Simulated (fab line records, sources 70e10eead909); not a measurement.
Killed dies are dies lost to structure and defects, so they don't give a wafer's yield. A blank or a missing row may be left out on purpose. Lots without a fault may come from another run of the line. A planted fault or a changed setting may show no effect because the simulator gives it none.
Problem report in the 8D (eight disciplines) form, filled by code | flow nand_harc | the parts of the form that need people (team, actions taken, sign-off) are left out

1. THE PROBLEM
killed_at_periphery at NHARC_END_SORT_01 reads a mean of 108.5 on 2 wafers of 2 lots; wafers without a fault read 3.4 with a standard deviation of 2.4. That is +44 standard deviations from the usual mean.
First seen on wafer L937.2, day 31 21:58, on prober-02. The record holds 8 wafers of 4 lots with a number at this step. Rule for "out", or "out of limits": more than 4 standard deviations from the usual mean. The other wafers with a number count as sound.

2. WHAT IT IS AND WHAT IT IS NOT
question                    | is                                                                                                  | is not
which readings at this step | killed_at_periphery, defect_limited_yield, killed_dies, sort_bin_3_pct, sort_n_pass, sort_yield_pct | killed_at_array, killed_at_other, killed_open, killed_short
which lots                  | L934, L937                                                                                          | L925, L930
which wafers of those lots  | L934.1, L937.2                                                                                      | L937.3, L937.6
read on which gauges        | prober-01, prober-02                                                                                | -
when                        | from day 31 21:58                                                                                   | up to then (4 sound wafers); but 2 sound wafers of L937 came after

3. SUSPECTS, AND WHAT RULES EACH OUT
Counting: a tool at a process step up to the reading stays a suspect if it ran every lot that is out. Sound lots after the first of them don't rule it out here, since some wafers of a struck lot are sound.
- the gauge at NHARC_END_SORT_01: ruled out. The wafers that are out were read on 2 gauges (prober-01, prober-02).
- rie_diel-11 at NHARC_P_BONDPAD_DESCUM_11 (chemistry O2, time 3 s): kept. It ran every lot that is out, first L934 (day 13 00:02).
- rie_diel-11 at NHARC_P_BONDPAD_ETCH_37 (etches the open film in N2/H2, target depth 60 nm, overetch 18 nm, time 65.91 s): kept. It ran every lot that is out, first L934 (day 13 00:08).
- pvd_sputter-03 at NHARC_P_BONDPAD_PRE_CLEAN_26 (time 30 s): kept. It ran every lot that is out, first L934 (day 13 01:13); its last sound lot up to then is L930 (day 10 06:28).
- rtp_anneal-01 at NHARC_P_BONDPAD_ANNEAL_28 (time 90 s): kept. It ran every lot that is out, first L934 (day 13 01:53); its last sound lot up to then is L925 (day 8 20:15).
- Within rie_diel-11 at NHARC_P_BONDPAD_DESCUM_11: the wafers that are out ran in chamber 0; their sound lot-mates ran in chambers 2, 3.
Left after counting: rie_diel-11 at NHARC_P_BONDPAD_DESCUM_11, rie_diel-11 at NHARC_P_BONDPAD_ETCH_37, pvd_sputter-03 at NHARC_P_BONDPAD_PRE_CLEAN_26, rtp_anneal-01 at NHARC_P_BONDPAD_ANNEAL_28.

4. THE CAUSE (what the simulator had put in)
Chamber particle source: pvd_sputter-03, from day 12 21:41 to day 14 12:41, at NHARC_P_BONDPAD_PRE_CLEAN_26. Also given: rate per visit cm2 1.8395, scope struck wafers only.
Counting left 4 suspects, and this tool is among them.

5. THE CHAIN OF EFFECTS, in route order
Each row: a reading whose mean over the struck wafers that have a number lies more than 3 standard deviations from the usual. Only readings for which the record gives a usual standard deviation are gone through. hours: the time from each lot's start at the first step in this table that gives one to its start at this step, as a median over the lots. sigmas: the change in usual standard deviations.
hours | step              | reading              | usual  | on struck wafers | change | sigmas
0     | NHARC_END_SORT_01 | defect_limited_yield | 92.0 % | 78.3             | -13.7  | -5.2
0     | NHARC_END_SORT_01 | killed_at_periphery  | 3.4    | 108.5            | +105.1 | +44
0     | NHARC_END_SORT_01 | killed_dies          | 54     | 146              | +92    | +5.4
0     | NHARC_END_SORT_01 | sort_bin_2_pct       | 2.8 %  | 7.5              | +4.7   | +4.2
0     | NHARC_END_SORT_01 | sort_bin_3_pct       | 0.5 %  | 6.4              | +5.9   | +18
0     | NHARC_END_SORT_01 | sort_n_pass          | 623    | 530              | -92    | -5.4
0     | NHARC_END_SORT_01 | sort_yield_pct       | 92.0 % | 78.3             | -13.7  | -5.2

6. WHAT WOULD HAVE CAUGHT IT SOONER
In this record the first reading out of limits at a measuring or inspecting step was taken at day 31 21:58, 456 hours after the fault began at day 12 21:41.
Of the tool readings at NHARC_P_BONDPAD_PRE_CLEAN_26 for which the record gives a usual standard deviation, none was out on any struck wafer, so an alarm limit of 4 standard deviations on them would not have fired.
All the lots that are out (2) had begun NHARC_P_BONDPAD_PRE_CLEAN_26 on pvd_sputter-03 by day 31 21:58. A hold on the tool at that time would have spared none of them.
